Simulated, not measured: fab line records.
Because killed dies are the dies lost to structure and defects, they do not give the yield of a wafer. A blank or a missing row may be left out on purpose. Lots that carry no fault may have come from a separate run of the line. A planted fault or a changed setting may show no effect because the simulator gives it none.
A lot that was struck, set against a sound lot -- flow n5 finfet -- 38 out of 1938 route steps
Sound: the wafers L761.3, L761.5, L761.6. Struck: wafers L760.2, L760.6. At the end, the cause is stated.
For every step that has rows: the tool of each side, followed by ch and its chambers, followed by its first start. Under that, the readings that differ: sound wafers -- struck wafers -- difference of the means -- sigmas: that difference in standard deviations of wafers without a fault.
alike: words and numbers the same on both sides, and readings whose means are apart by under 2 such deviations; not compared: readings that were withheld, readings missing a value for some wafer, numbers with overlapping values and no deviation given by the record, and bounds like >300 which may hide the same value.
A row with sigmas, a row that says differs or no value, or rows on one side alone: a step with any of these is where the two part. Non-overlapping numbers with no deviation appear without sigmas and do not part them. A reading that every wafer of one side lacks parts them only if that side has two wafers or more.

first, 11 steps without rows for these wafers: N5_BEOL_M14_ETCH_59 (etches BARC in N2/H2, target depth 89 nm, overetch 26.7 nm, time 67.9 s); N5_BEOL_M14_VIA_ETCH_16 (etches SiO2 in C4F8/O2/Ar, target depth 1231.3 nm); N5_BEOL_M14_STRIP_63 (strips in O2); N5_BEOL_M14_STRIP_64 (strips in O2); N5_BEOL_M14_STRIP_71 (strips in post etch residue remover, time 60 s); N5_BEOL_M14_SRD_72 (time 30 s, dry time 30 s); N5_BEOL_M14_COAT_65 (time 60 s, resist thk 450 nm); N5_BEOL_M14_COAT_66 (time 60 s, resist thk 110 nm); N5_BEOL_M14_COAT_22 (resist thk 300 nm); N5_BEOL_M14_EBR_24; N5_BEOL_M14_SOFTBAKE_23 (time 60 s).
N5_BEOL_M14_EXPOSE_25: exposes mask M14, target cd 280 nm.
  sound on krf scanner-01 ch 0, day 15 17:09; struck on krf scanner-01 ch 0, day 15 23:58
  alike: mask, focus offset nm, stage vel mm s
then, 3 steps without rows for these wafers: N5_BEOL_M14_PEB_26 (peb time 90 s); N5_BEOL_M14_DEVELOP_27 (develop time 45 s); N5_BEOL_M14_HARDBAKE_32 (time 120 s).
N5_BEOL_M14_CD_MEAS_28: target cd 284.4 nm.
  sound on cd sem-01 ch 0, day 15 17:19; struck on cd sem-03 ch 0, day 16 00:08
reading,sound,struck,difference,sigmas
cd nm (nm),284.4 285.8 285.4,298.3 299.0,+13.4,+9
N5_BEOL_M14_DESCUM_33: chemistry O2, time 7.9 s.
  sound on rie diel-03 ch 0,1, day 15 17:23; struck on rie diel-01 ch 0,3, day 16 00:16
reading,sound,struck,difference,sigmas
model.BEOL_M14.cd nm (nm),284.4 285.8 285.4,298.6 299.2,+13.7,
  alike: bias power w, drypump motor current A, oes product au, rf vpp V, showerhead plenum p Torr, throttle valve pct
  not compared: rf hours counter h
then, 6 steps without rows for these wafers: N5_BEOL_M14_ETCH_67 (etches SiARC in CF4, target depth 143 nm, time 238.3 s); N5_BEOL_M14_ETCH_68 (etches SOC in N2/H2, time 450 s); N5_BEOL_M14_STRIP_69 (strips in N2/H2); N5_BEOL_M14_TRENCH_ETCH_34 (etches SiO2 in C4F8/O2/Ar, target depth 556.65 nm, time 126.9 s); N5_BEOL_M14_STRIP_70 (strips in C4F8/O2/Ar); N5_BEOL_M14_STRIP_37 (strips in O2).
N5_BEOL_M14_ETCH_38: etches SiCN in CF4/N2, target depth 106.5 nm, time 120.6 s.
  sound on rie diel-03 ch 2,3; struck on rie diel-01 ch 0,1
reading,sound,struck,difference,sigmas
model.BEOL_M14.cd nm (nm),280.4 281.2 282.8,294.6 294.6,+13.1,
  alike: drypump motor current A, oes product au, rf vpp V, showerhead plenum p Torr, throttle valve pct
  not compared: rf hours counter h
then, 12 steps without rows for these wafers: N5_BEOL_M14_PRECLEAN_39 (cleans in residue remover, time 60 s); N5_BEOL_M14_SRD_40 (time 30 s, dry time 30 s); N5_BEOL_M14_DEGAS_41 (time 60 s); N5_BEOL_M14_PRE_CLEAN_42 (time 30 s); N5_BEOL_M14_SPUTTER_43 (material TaN, target thk 15 nm, time 24.19 s); N5_BEOL_M14_SPUTTER_44 (material Ta, target thk 15 nm, time 24.19 s); N5_BEOL_M14_SPUTTER_45 (material Cu, target thk 100 nm, time 16.67 s); N5_BEOL_M14_ECD_47 (material Cu, target thk 1248 nm); N5_BEOL_M14_ANNEAL_48 (time 90 s); N5_BEOL_M14_CMP_49 (polishes, stops on SiO2, t overpolish 5.2 s, target thk 560 nm); N5_BEOL_M14_PRE_CLEAN_52 (time 15 s); N5_BEOL_M14_DEP_53 (deposits SiCN from 3MS/NH3, target thk 50 nm, time 17.8 s).
N5_BEOL_M15_RC_MEAS_101:
  sound on prober-01 ch 0, day 16 04:07; struck on prober-01 ch 0, day 16 14:18
reading,sound,struck,difference,sigmas
SERP_M7 (ohm/um),13.6 12.9 13.3,14.9 15.6,+2.0,+3
  alike: COMB_M10, COMB_M11, COMB_M12, COMB_M13, COMB_M14, COMB_M15, COMB_M15_max_site, COMB_M5, COMB_M6, COMB_M7, COMB_M7_max_site, COMB_M8, COMB_M9, SERP_M10, SERP_M11, SERP_M12, SERP_M13, SERP_M14, SERP_M14_max_site, SERP_M5, SERP_M6, SERP_M8, SERP_M9
N5_PASSIVATION_PROBE_49:
  struck on prober-02, day 17 06:39; sound on prober-02, day 16 17:13
  alike: defect limited yield, killed_at_M0_to_M3, killed_at_M4_up, killed at contacts, killed at front end, killed at other, killed dies, killed on rim, killed open, killed short, sort_bin_5_function, sort_bin_6_memory, sort_bin_8_speed, sort n pass, sort yield pct

== WHERE THEY PART ==
First at N5_BEOL_M14_CD_MEAS_28; last, within this record, at N5_BEOL_M15_RC_MEAS_101. Later steps at which nothing parts them and some readings are alike: N5_PASSIVATION_PROBE_49.

WHY: the cause the simulator had injected
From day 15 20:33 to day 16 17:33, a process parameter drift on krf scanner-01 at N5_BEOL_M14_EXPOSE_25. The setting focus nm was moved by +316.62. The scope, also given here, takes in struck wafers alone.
